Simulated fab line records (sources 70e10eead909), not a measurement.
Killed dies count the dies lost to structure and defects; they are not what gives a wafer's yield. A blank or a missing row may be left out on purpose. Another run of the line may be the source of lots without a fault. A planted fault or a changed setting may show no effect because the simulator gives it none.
Chamber matching ; flow nandHarc ; 4 sister chambers for NHARC_P_M0_ETCH_34 on rieDiel-08
The step etches the open film in N2/H2, target depth 40 nm, overetch 12 nm, time 43.94 s. 20 wafers are shown with their chamber, then 10 later ones without.

WAFERS WITH THEIR CHAMBER
wafer;chamber;showerheadPlenumPTorr (Torr);drypumpMotorCurrentA (A);rfVppV (V)
L074.1;3;2.00;5.8;427.2
L074.5;3;2.00;5.9;428.8
L074.6;0;2.08;5.5;432.6
L078.1;2;1.98;5.9;429.6
L078.3;3;2.00;5.9;428.0
L078.6;3;2.00;5.9;430.5
L080.4;0;2.08;5.5;430.3
L080.5;2;1.97;5.8;430.1
L080.6;1;2.16;5.4;434.1
L082.1;0;2.08;5.5;431.3
L082.2;3;2.00;5.8;428.4
L082.5;0;2.08;5.5;431.5
L084.2;1;2.16;5.4;433.4
L084.4;0;2.08;5.5;431.6
L084.5;0;2.08;5.5;431.4
L085.1;1;2.16;5.4;434.2
L085.2;3;2.00;5.8;429.4
L085.6;0;2.08;5.5;431.6
L088.1;3;2.00;5.8;429.3
L088.2;0;2.08;5.5;432.3

SIGNATURES, as means of the wafers listed above
reading;chamber 0;chamber 1;chamber 2;chamber 3;scatter within a chamber
showerheadPlenumPTorr;2.0800;2.1600;1.9750;2.0000;0.00177
drypumpMotorCurrentA;5.500;5.400;5.850;5.843;0.0372
rfVppV;431.575;433.900;429.850;428.800;0.817
Rule: distance of a wafer from a chamber = root of the sum over the readings of ((wafer's reading minus chamber's mean) / reading's scatter) squared. The wafer belongs to the nearest chamber; if the next one is less than 2 further off, it can't be placed. The scatter: the root of (the sum of the squares of (reading less its chamber's mean) over the shown wafers, divided by (wafers less chambers)).

WAFERS MISSING THEIR CHAMBER
wafer;showerheadPlenumPTorr (Torr);drypumpMotorCurrentA (A);rfVppV (V)
L088.4;1.97;5.8;429.9
L093.1;2.08;5.5;431.4
L093.2;2.16;5.3;433.0
L093.6;2.16;5.4;433.1
L097.1;1.97;5.9;429.2
L097.2;2.00;5.9;429.0
L097.6;2.16;5.3;431.4
L096.1;1.97;5.9;429.7
L096.4;2.08;5.5;431.9
L096.5;1.97;5.9;427.2

WHICH CHAMBER EACH ONE RAN IN
wafer;from the rows above;in truth
L088.4;2;2
L093.1;0;0
L093.2;1;1
L093.6;1;1
L097.1;2;2
L097.2;3;3
L097.6;1;1
L096.1;2;2
L096.4;0;0
L096.5;2;2
Correctly placed: 10 of 10. Number that these rows cannot place: 0. Wrongly placed: 0.
